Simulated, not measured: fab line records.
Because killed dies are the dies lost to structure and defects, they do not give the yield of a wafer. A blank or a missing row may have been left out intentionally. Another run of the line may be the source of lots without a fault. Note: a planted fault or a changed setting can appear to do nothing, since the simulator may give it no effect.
fab line records	flow n5-finfet	part 1 of 2: steps 1 to 23 of 33
record lots=5	wafers=15	last-day=16
route steps=1938 shown BEOL_M5@1159
lots that met no fault: from a run of the same line without faults
start-h: hours from the record's first day to the start of the lot's first wafer shown	wait-h: hours since the lot's step before	" the same as in the row above	L1.1+2: one row covering several wafers at once	- value missing, or start not given	* or withheld: withheld	< > ~ a bound
route shown NAME@n: a module of which the file shows steps, and the number in the route of the first	usual: mean and standard deviation over wafers with no fault	same: alike in all rows	chamber/n: place in a boat	sites: the reading at each site	_std_site: the values' standard deviation	_edge_site: inner sites' mean taken away from outer sites' mean	radius-mm: for every site, how far away it sits from the centre of the wafer	mask NAME#n: copy n	behind: the last tool/chamber to shape the wafer	hold: what put the lot on hold/how long, in hours/how the hold closed	device: transistor that didn't switch, given as n, p or np	end of line: the route-end tests of the same wafers	step lacking rows: just its recipe	killed: count of dies lost to structure and defects at first sort (not the wafer's yield)	map: per-die view of a wafer (x killed, . not killed, _ where there is no die)
set.NAME: the setting the step ran with; set.NAME@STEP: the setting that earlier step ran with	model.NAME: the simulator's own value behind a step, which no gauge read
lots seen at some steps along the route; tables by step, rows by wafer
services: the hour from which a tool's chamber was out of use, counted from the record's first day as start-h (under 0 if before that day), plus the number of hours and why
## steps
# step N5_BEOL_M5_STRIP_36
# recipe chemistry=N2/H2	power-w=450	temp-c=40	pressure-mtorr=20	rf-frequency-hz=6e+07	overash-fraction=0.3	bias-power-w=7	h2-frac=0.5	n2-flow-sccm=200	h2-flow-sccm=200
# usual drypump-motor-current-A=5.5/0.39	oes-product-au=0.78/0.083	rf-vpp-V=59.0/1.6	showerhead-plenum-p-Torr=2.53/0.058	throttle-valve-pct=23.63/0.25
lot.wafer	tool	chamber	start-h	wait-h	drypump-motor-current-A	oes-product-au	rf-hours-counter-h	rf-vpp-V	showerhead-plenum-p-Torr	throttle-valve-pct
L076.1	rie-diel-06	0	170.94	0.0	5.4	0.73	200	56.5	2.52	23.90
L076.4	"	0	"	"	5.4	0.72	-	58.3	2.52	23.86
L076.6	"	2	"	"	5.8	0.79	-	56.3	2.56	23.64
L078.2	rie-diel-03	2	206.32	0.0	5.8	0.70	193	58.0	2.61	23.25
L078.5	"	0	"	"	6.2	0.89	-	62.0	2.49	23.37
L078.6	"	3	"	"	5.4	0.75	-	57.1	2.54	23.96
L079.1	rie-diel-06	2	214.97	0.0	5.8	0.79	116	58.9	2.56	23.65
L079.3	"	0	"	"	5.4	0.72	215	57.7	2.51	23.90
L079.4	"	1	"	"	5.7	0.94	11	58.5	2.70	23.55
L084.1	rie-diel-03	3	250.25	0.0	5.4	0.73	164	60.3	2.54	23.95
L084.5	"	0	"	"	6.2	0.88	-	58.9	2.49	23.42
L084.6	"	1	"	"	5.1	0.80	-	60.3	2.56	23.51
L087.1	rie-diel-05	1	276.09	0.0	4.9	0.83	84	58.8	2.46	23.34
L087.3	"	2	"	"	5.8	0.80	126	58.0	2.55	24.00
L087.6	"	1	"	"	4.9	0.85	-	59.8	2.46	23.32
# step N5_BEOL_M5_TRENCH_ETCH_37
# recipe chemistry=C4F6/O2	target-depth-a=716.52	target=SiCOH_lowk	time-s=24.7	ion-energy-ev=250	pressure-mtorr=30	source-w=345	bias-w=185	Ar_flow_sccm=300	C4F6_flow_sccm=10	O2_flow_sccm=10
# usual bias-w=185.0/0.58	drypump-motor-current-A=5.5/0.39	oes-product-au=0.78/0.082	rf-vpp-V=665/7	showerhead-plenum-p-Torr=2.85/0.063	throttle-valve-pct=20.96/0.23
lot.wafer	tool	chamber	start-h	wait-h	bias-w	drypump-motor-current-A	oes-product-au	rf-hours-counter-h	rf-vpp-V	showerhead-plenum-p-Torr	throttle-valve-pct
L076.1	rie-diel-06	0	-	-	186.2	5.4	0.72	200	660	2.83	21.16
L076.4	"	0	"	"	185.4	5.4	0.72	-	658	2.83	21.16
L076.6	"	2	"	"	185.3	5.8	0.80	-	664	2.87	21.00
L078.2	rie-diel-03	2	-	-	186.6	5.8	0.70	193	669	2.94	20.69
L078.5	"	0	"	"	184.6	6.2	0.90	-	660	2.80	20.65
L078.6	"	3	"	"	185.6	5.4	0.75	-	657	2.85	21.22
L079.1	rie-diel-06	2	-	-	183.8	5.9	0.78	116	664	2.87	21.03
L079.3	"	0	"	"	184.6	5.4	0.72	215	658	2.83	21.19
L079.4	"	1	"	"	184.9	5.8	0.94	11	670	3.03	20.76
L084.1	rie-diel-03	3	-	-	185.3	5.4	0.74	164	655	2.84	21.24
L084.5	"	0	"	"	185.4	6.2	0.89	-	660	2.79	20.64
L084.6	"	1	"	"	185.2	5.1	0.79	-	668	2.87	20.77
L087.1	rie-diel-05	1	-	-	184.7	5.0	0.83	84	671	2.77	20.71
L087.3	"	2	"	"	186.5	5.8	0.79	126	663	2.86	21.27
L087.6	"	1	"	"	184.6	5.0	0.84	-	671	2.77	20.73
# step N5_BEOL_M5_ETCH_41
# recipe chemistry=CH3F/O2	target=SiCN	target-depth-a=315	taper-deg=2	time-s=56.7	ion-energy-ev=120	mask-material=TiN	pressure-mtorr=30	source-w=395	bias-w=75	Ar_flow_sccm=150	CH3F_flow_sccm=30	O2_flow_sccm=20
# usual bias-w=74.97/0.22	drypump-motor-current-A=5.4/0.38	oes-product-au=0.78/0.083	rf-vpp-V=297.2/1.1	showerhead-plenum-p-Torr=2.00/0.047	throttle-valve-pct=16.36/0.24
lot.wafer	tool	chamber	start-h	wait-h	bias-w	drypump-motor-current-A	oes-product-au	rf-hours-counter-h	rf-vpp-V	showerhead-plenum-p-Torr	throttle-valve-pct
L076.1	rie-diel-06	0	-	-	75.16	5.4	0.72	200	295.8	1.99	16.58
L076.4	"	0	"	"	74.90	5.4	0.73	-	294.9	1.99	16.59
L076.6	"	2	"	"	74.73	5.8	0.78	-	297.2	2.02	16.38
L078.2	rie-diel-03	2	-	-	75.27	5.8	0.69	193	296.7	2.07	16.17
L078.5	"	0	"	"	75.01	6.2	0.91	-	295.4	1.96	16.00
L078.6	"	3	"	"	75.12	5.4	0.74	-	296.6	2.00	16.61
L079.1	rie-diel-06	2	-	-	74.81	5.8	0.77	116	297.4	2.02	16.40
L079.3	"	0	"	"	75.21	5.4	0.71	215	297.9	1.98	16.60
L079.4	"	1	"	"	75.17	5.7	0.94	11	300.0	2.14	16.12
L084.1	rie-diel-03	3	-	-	75.08	5.4	0.74	164	297.0	2.00	16.63
L084.5	"	0	"	"	74.82	6.2	0.89	-	295.0	1.96	16.01
L084.6	"	1	"	"	75.11	5.1	0.80	-	297.7	2.02	16.16
L087.1	rie-diel-05	1	-	-	75.27	4.9	0.84	84	295.3	1.94	16.11
L087.3	"	2	"	"	75.40	5.8	0.80	126	297.4	2.01	16.65
L087.6	"	1	"	"	74.94	4.9	0.83	-	296.5	1.94	16.11
# step N5_BEOL_M5_STRIP_91
# recipe chemistry=N2/H2	time-s=10	power-w=450	temp-c=40	pressure-mtorr=20	rf-frequency-hz=6e+07	bias-power-w=7	n2-flow-sccm=200	h2-flow-sccm=200
# usual drypump-motor-current-A=5.5/0.38	oes-product-au=0.78/0.083	rf-vpp-V=59.2/0.9	showerhead-plenum-p-Torr=2.53/0.058	throttle-valve-pct=23.62/0.25
lot.wafer	tool	chamber	start-h	wait-h	drypump-motor-current-A	oes-product-au	rf-hours-counter-h	rf-vpp-V	showerhead-plenum-p-Torr	throttle-valve-pct
L076.1	rie-diel-06	0	-	-	5.4	0.73	200	59.4	2.52	23.87
L076.4	"	0	"	"	5.4	0.72	-	60.9	2.52	23.87
L076.6	"	2	"	"	5.8	0.78	-	58.7	2.56	23.63
L078.2	rie-diel-03	2	-	-	5.8	0.70	193	59.5	2.61	23.28
L078.5	"	0	"	"	6.3	0.90	-	58.4	2.49	23.37
L078.6	"	3	"	"	5.4	0.75	-	60.0	2.54	23.94
L079.1	rie-diel-06	2	-	-	5.8	0.78	116	59.0	2.56	23.65
L079.3	"	0	"	"	5.4	0.71	215	58.8	2.51	23.87
L079.4	"	1	"	"	5.7	0.94	11	60.0	2.70	23.57
L084.1	rie-diel-03	3	-	-	5.4	0.73	164	58.9	2.54	23.95
L084.5	"	0	"	"	6.3	0.89	-	57.7	2.49	23.38
L084.6	"	1	"	"	5.1	0.80	-	60.7	2.56	23.50
L087.1	rie-diel-05	1	-	-	4.9	0.83	84	58.8	2.46	23.33
L087.3	"	2	"	"	5.9	0.80	126	59.8	2.55	24.00
L087.6	"	1	"	"	4.9	0.84	-	59.5	2.46	23.33
# step N5_BEOL_M5_OCD_MEAS_38
# usual trench-depth-nm=71.7/1.2
lot.wafer	tool	chamber	start-h	wait-h	trench-depth-nm
L076.1	ocd-01	-	171.13	-	70.4
L076.4	"	-	"	"	70.3
L076.6	"	-	"	"	73.4
L078.2	ocd-01	-	206.51	-	70.4
L078.5	"	-	"	"	72.8
L078.6	"	-	"	"	72.3
L079.1	ocd-01	-	215.16	-	73.8
L079.3	"	-	"	"	71.3
L079.4	"	-	"	"	72.7
L084.1	ocd-02	-	250.44	-	71.9
L084.5	"	-	"	"	72.9
L084.6	"	-	"	"	71.7
L087.1	ocd-01	-	276.29	-	71.3
L087.3	"	-	"	"	72.2
L087.6	"	-	"	"	72.3
# step N5_BEOL_M5_HM_STRIP_39
# recipe chemistry=peroxide-tin-strip	material=TiN	target-depth-a=250	temp-c=50	time-s=158
lot.wafer	tool	chamber	start-h	wait-h
L076.1+4+6	wet-bench-01	0,2,1	171.17	0.0
L078.2+5+6	wet-bench-04	3,2,5	206.55	0.0
L079.1+3+4	wet-bench-02	0,3,7	215.20	0.0
L084.1+5+6	wet-bench-01	0,6,1	250.48	0.0
L087.1+3+6	wet-bench-04	1,7,5	276.32	0.0
# step N5_BEOL_M5_SRD_40
# recipe time-s=30	temp-c=23	rinse-liquid=diw	dry=ipa-marangoni
lot.wafer	tool	chamber	start-h	wait-h
L076.1+4+6	wet-bench-01	0,2,1	171.21	0.0
L078.2+5+6	wet-bench-04	3,2,5	206.59	0.0
L079.1+3+4	wet-bench-02	0,3,7	215.24	0.0
L084.1+5+6	wet-bench-01	0,6,1	250.52	0.0
L087.1+3+6	wet-bench-04	1,7,5	276.37	0.0
# step N5_BEOL_M5_PRECLEAN_42
# recipe chemistry=residue-remover	time-s=60	temp-c=40
lot.wafer	tool	chamber	start-h	wait-h
L076.1+4+6	wet-bench-01	0,2,1	171.23	0.0
L078.2+5+6	wet-bench-04	3,2,5	206.61	0.0
L079.1+3+4	wet-bench-02	0,3,7	215.26	0.0
L084.1+5+6	wet-bench-01	0,6,1	250.54	0.0
L087.1+3+6	wet-bench-04	1,7,5	276.39	0.0
# step N5_BEOL_M5_SRD_43
# recipe time-s=30	temp-c=23	rinse-liquid=diw	dry=ipa-marangoni
lot.wafer	tool	chamber	start-h	wait-h
L076.1+4+6	wet-bench-01	0,2,1	171.25	0.0
L078.2+5+6	wet-bench-04	3,2,5	206.63	0.0
L079.1+3+4	wet-bench-02	0,3,7	215.28	0.0
L084.1+5+6	wet-bench-01	0,6,1	250.56	0.0
L087.1+3+6	wet-bench-04	1,7,5	276.41	0.0
# step N5_BEOL_M5_CD_MEAS_35
# recipe target-cd-nm=28	target-cd-y-nm=24	polarity=opening
# usual cd-nm=28.03/0.28
lot.wafer	tool	chamber	start-h	wait-h	cd-nm
L076.1	cd-sem-01	-	171.29	0.0	28.14
L076.4	"	-	"	"	28.03
L076.6	"	-	"	"	28.10
L078.2	cd-sem-03	-	206.67	0.0	28.34
L078.5	"	-	"	"	27.58
L078.6	"	-	"	"	27.55
L079.1	cd-sem-02	-	215.32	0.0	28.00
L079.3	"	-	"	"	28.20
L079.4	"	-	"	"	27.90
L084.1	cd-sem-01	-	250.60	0.0	27.86
L084.5	"	-	"	"	27.88
L084.6	"	-	"	"	28.49
L087.1	cd-sem-02	-	276.45	0.0	27.59
L087.3	"	-	"	"	27.99
L087.6	"	-	"	"	27.98
# step N5_BEOL_M5_CURE_80
# recipe temp-c=370	time-s=120	ambient=DMADMS/He	material=SiCOH_lowk
# usual lamp-power-pct=52.32/0.062	wafer_temp_C_max=371.6/0.56
lot.wafer	tool	chamber	start-h	wait-h	lamp-power-pct	wafer_temp_C_max
L076.1	uv-cure-02	0	171.33	0.0	52.40	371.2
L076.4	"	0	"	"	52.31	371.2
L076.6	"	0	"	"	52.17	371.3
L078.2	uv-cure-02	0	206.76	0.1	52.38	372.0
L078.5	"	0	"	"	52.44	371.9
L078.6	"	0	"	"	52.27	371.7
L079.1	uv-cure-03	0	215.36	0.0	52.32	371.5
L079.3	"	0	"	"	52.32	371.6
L079.4	"	0	"	"	52.36	371.2
L084.1	uv-cure-03	0	250.64	0.0	52.29	370.9
L084.5	"	0	"	"	52.31	371.2
L084.6	"	0	"	"	52.31	371.4
L087.1	uv-cure-01	1	276.50	0.0	52.39	372.7
L087.3	"	1	"	"	52.38	371.8
L087.6	"	1	"	"	52.34	372.7
# step N5_BEOL_M5_DEGAS_44
# recipe ambient=vacuum	temp-c=250	time-s=60
# usual heater-power-w=323/36
lot.wafer	tool	chamber	start-h	wait-h	heater-power-w
L076.1	pvd-sputter-03	-	172.38	1.0	367
L076.4	"	-	"	"	337
L076.6	"	-	"	"	363
L078.2	pvd-sputter-02	-	207.11	0.3	324
L078.5	"	-	"	"	239
L078.6	"	-	"	"	352
L079.1	pvd-sputter-03	-	215.91	0.5	338
L079.3	"	-	"	"	332
L079.4	"	-	"	"	365
L084.1	pvd-sputter-01	-	252.67	2.0	333
L084.5	"	-	"	"	253
L084.6	"	-	"	"	335
L087.1	pvd-sputter-01	-	276.97	0.4	345
L087.3	"	-	"	"	255
L087.6	"	-	"	"	341
# step N5_BEOL_M5_PRE_CLEAN_45
# recipe gas=H2/He	time-s=30	temp-c=250
# usual heater-power-w=323/36
lot.wafer	tool	chamber	start-h	wait-h	heater-power-w
L076.1	pvd-sputter-03	-	172.42	0.0	365
L076.4	"	-	"	"	339
L076.6	"	-	"	"	357
L078.2	pvd-sputter-02	-	207.15	0.0	337
L078.5	"	-	"	"	238
L078.6	"	-	"	"	358
L079.1	pvd-sputter-03	-	215.95	0.0	346
L079.3	"	-	"	"	329
L079.4	"	-	"	"	359
L084.1	pvd-sputter-01	-	252.71	0.0	337
L084.5	"	-	"	"	256
L084.6	"	-	"	"	333
L087.1	pvd-sputter-01	-	277.01	0.0	341
L087.3	"	-	"	"	254
L087.6	"	-	"	"	340
# step N5_BEOL_M5_ALD_86
# recipe material=TaN	target-thk-a=*	temp-c=275	ald-precursor-family=PDMAT	ald-co-reactant=NH3	pressure-torr=3	carrier-flow-sccm=1500	pulse-time-s=2	purge-time-s=3	co-reactant-purge-time-s=2	co-reactant-pulse-time-s=3	ald-cycles=30	precursor-vessel-temp-c=75	precursor-vessel-pressure-torr=26.25	precursor-vessel-carrier-sccm=1000
# usual heater-power-w=434/44
# same co-reactant-pulse-time-s=3
lot.wafer	tool	chamber	start-h	wait-h	heater-power-w
L076.1	ald-metal-04	1	172.60	0.2	429
L076.4	"	3	"	"	372
L076.6	"	2	"	"	505
L078.2	ald-metal-04	1	207.21	0.0	443
L078.5	"	1	"	"	425
L078.6	"	0	"	"	435
L079.1	ald-metal-01	0	216.24	0.3	443
L079.3	"	2	"	"	417
L079.4	"	1	"	"	531
L084.1	ald-metal-04	3	252.78	0.1	369
L084.5	"	1	"	"	425
L084.6	"	2	"	"	493
L087.1	ald-metal-04	2	277.20	0.2	500
L087.3	"	0	"	"	445
L087.6	"	2	"	"	512
# step N5_BEOL_M5_SURFACE_TREAT_87
# recipe gas=Ar	time-s=*	ion-energy-ev=*	ion-current-ma-cm2=0.5	pressure-mtorr=*	ar-flow-sccm=30
# usual throttle-valve-pct=*
lot.wafer	tool	chamber	start-h	wait-h	throttle-valve-pct
L076.1	pvd-sputter-02	-	172.90	0.2	*
L076.4	"	-	"	"	*
L076.6	"	-	"	"	*
L078.2	pvd-sputter-03	-	207.45	0.1	*
L078.5	"	-	"	"	*
L078.6	"	-	"	"	*
L079.1	pvd-sputter-03	-	217.01	0.7	*
L079.3	"	-	"	"	*
L079.4	"	-	"	"	*
L084.1	pvd-sputter-02	-	253.10	0.2	*
L084.5	"	-	"	"	*
L084.6	"	-	"	"	*
L087.1	pvd-sputter-03	-	277.44	0.1	*
L087.3	"	-	"	"	*
L087.6	"	-	"	"	*
# step N5_BEOL_M5_CVD_47
# recipe material=Co	target-thk-a=30	temp-c=withheld	precursor=CCTBA/H2	pressure-torr=30	time-s=216
lot.wafer	tool	chamber	start-h	wait-h
L076.1+4+6	cvd-co-02	1,0,1	172.96	0.0
L078.2+5+6	cvd-co-02	2,1,0	207.53	0.1
L079.1+3+4	cvd-co-02	2,1,1	217.08	0.0
L084.1+5+6	cvd-co-02	1,1,2	253.16	0.0
L087.1+3+6	cvd-co-02	0,1,0	277.50	0.0
# step N5_BEOL_M5_SPUTTER_48
# recipe material=Cu	target-thk-a=150	temp-c=-20	chamber-pressure-pa=0.07	power-w=withheld	time-s=27.62
# usual throttle-valve-pct=30.4/1.2
lot.wafer	tool	chamber	start-h	wait-h	throttle-valve-pct
L076.1	pvd-sputter-03	-	173.18	0.2	29.3
L076.4	"	-	"	"	28.8
L076.6	"	-	"	"	29.5
L078.2	pvd-sputter-02	-	207.73	0.1	30.9
L078.5	"	-	"	"	31.5
L078.6	"	-	"	"	31.4
L079.1	pvd-sputter-03	-	217.29	0.1	28.9
L079.3	"	-	"	"	32.9
L079.4	"	-	"	"	29.8
L084.1	pvd-sputter-01	-	253.39	0.2	28.2
L084.5	"	-	"	"	30.4
L084.6	"	-	"	"	30.2
L087.1	pvd-sputter-03	-	277.68	0.1	29.9
L087.3	"	-	"	"	28.8
L087.6	"	-	"	"	29.8
# step N5_BEOL_M5_ANNEAL_49
# recipe temp-c=400	time-s=1800	ambient=vacuum
# usual heater-power-w=820/80
lot.wafer	tool	chamber	start-h	wait-h	heater-power-w
L076.1	pvd-sputter-03	-	173.26	0.0	830
L076.4	"	-	"	"	899
L076.6	"	-	"	"	819
L078.2	pvd-sputter-02	-	207.81	0.0	847
L078.5	"	-	"	"	892
L078.6	"	-	"	"	851
L079.1	pvd-sputter-03	-	217.37	0.0	901
L079.3	"	-	"	"	792
L079.4	"	-	"	"	842
L084.1	pvd-sputter-01	-	253.47	0.0	814
L084.5	"	-	"	"	827
L084.6	"	-	"	"	627
L087.1	pvd-sputter-03	-	277.76	0.0	849
L087.3	"	-	"	"	906
L087.6	"	-	"	"	828
# step N5_BEOL_M5_SPUTTER_81
# recipe material=Cu	target-thk-a=150	temp-c=-20	chamber-pressure-pa=0.07	power-w=withheld	time-s=27.62
# usual throttle-valve-pct=30.4/1.2
lot.wafer	tool	chamber	start-h	wait-h	throttle-valve-pct
L076.1	pvd-sputter-03	-	174.27	0.5	29.5
L076.4	"	-	"	"	29.1
L076.6	"	-	"	"	29.7
L078.2	pvd-sputter-02	-	208.81	0.5	31.3
L078.5	"	-	"	"	31.7
L078.6	"	-	"	"	31.4
L079.1	pvd-sputter-03	-	218.38	0.5	28.7
L079.3	"	-	"	"	32.6
L079.4	"	-	"	"	30.0
L084.1	pvd-sputter-01	-	254.47	0.5	28.1
L084.5	"	-	"	"	30.6
L084.6	"	-	"	"	30.1
L087.1	pvd-sputter-03	-	278.77	0.5	29.7
L087.3	"	-	"	"	28.7
L087.6	"	-	"	"	29.7
# step N5_BEOL_M5_ANNEAL_82
# recipe temp-c=400	time-s=1800	ambient=vacuum
# usual heater-power-w=817/79
lot.wafer	tool	chamber	start-h	wait-h	heater-power-w
L076.1	pvd-sputter-03	-	174.35	0.0	832
L076.4	"	-	"	"	905
L076.6	"	-	"	"	839
L078.2	pvd-sputter-02	-	208.89	0.0	852
L078.5	"	-	"	"	856
L078.6	"	-	"	"	854
L079.1	pvd-sputter-03	-	218.46	0.0	896
L079.3	"	-	"	"	771
L079.4	"	-	"	"	836
L084.1	pvd-sputter-01	-	254.55	0.0	839
L084.5	"	-	"	"	851
L084.6	"	-	"	"	644
L087.1	pvd-sputter-03	-	278.85	0.0	838
L087.3	"	-	"	"	887
L087.6	"	-	"	"	835
# step N5_BEOL_M5_SPUTTER_83
# recipe material=Cu	target-thk-a=150	temp-c=-20	chamber-pressure-pa=0.07	power-w=withheld	time-s=27.62
# usual throttle-valve-pct=30.4/1.2
lot.wafer	tool	chamber	start-h	wait-h	throttle-valve-pct
L076.1	pvd-sputter-03	-	175.35	0.5	29.8
L076.4	"	-	"	"	28.9
L076.6	"	-	"	"	29.3
L078.2	pvd-sputter-02	-	209.90	0.5	31.2
L078.5	"	-	"	"	31.5
L078.6	"	-	"	"	31.1
L079.1	pvd-sputter-03	-	219.47	0.5	28.7
L079.3	"	-	"	"	32.5
L079.4	"	-	"	"	29.9
L084.1	pvd-sputter-01	-	255.56	0.5	28.1
L084.5	"	-	"	"	30.4
L084.6	"	-	"	"	30.2
L087.1	pvd-sputter-03	-	279.85	0.5	29.9
L087.3	"	-	"	"	28.7
L087.6	"	-	"	"	30.0
# step N5_BEOL_M5_ANNEAL_84
# recipe temp-c=400	time-s=1800	ambient=vacuum
# usual heater-power-w=817/80
lot.wafer	tool	chamber	start-h	wait-h	heater-power-w
L076.1	pvd-sputter-03	-	175.43	0.0	804
L076.4	"	-	"	"	885
L076.6	"	-	"	"	853
L078.2	pvd-sputter-02	-	209.98	0.0	859
L078.5	"	-	"	"	866
L078.6	"	-	"	"	850
L079.1	pvd-sputter-03	-	219.55	0.0	909
L079.3	"	-	"	"	786
L079.4	"	-	"	"	870
L084.1	pvd-sputter-01	-	255.64	0.0	814
L084.5	"	-	"	"	823
L084.6	"	-	"	"	628
L087.1	pvd-sputter-03	-	279.93	0.0	837
L087.3	"	-	"	"	894
L087.6	"	-	"	"	861
# step N5_BEOL_M5_SPUTTER_88
# recipe material=Cu	target-thk-a=150	temp-c=-20	chamber-pressure-pa=0.07	power-w=withheld	time-s=27.62
# usual throttle-valve-pct=30.4/1.2
lot.wafer	tool	chamber	start-h	wait-h	throttle-valve-pct
L076.1	pvd-sputter-03	-	176.44	0.5	29.9
L076.4	"	-	"	"	28.9
L076.6	"	-	"	"	29.6
L078.2	pvd-sputter-02	-	210.99	0.5	31.3
L078.5	"	-	"	"	31.5
L078.6	"	-	"	"	31.0
L079.1	pvd-sputter-03	-	220.55	0.5	29.0
L079.3	"	-	"	"	32.9
L079.4	"	-	"	"	30.1
L084.1	pvd-sputter-01	-	256.65	0.5	28.1
L084.5	"	-	"	"	30.5
L084.6	"	-	"	"	30.2
L087.1	pvd-sputter-03	-	280.94	0.5	29.8
L087.3	"	-	"	"	28.7
L087.6	"	-	"	"	29.6
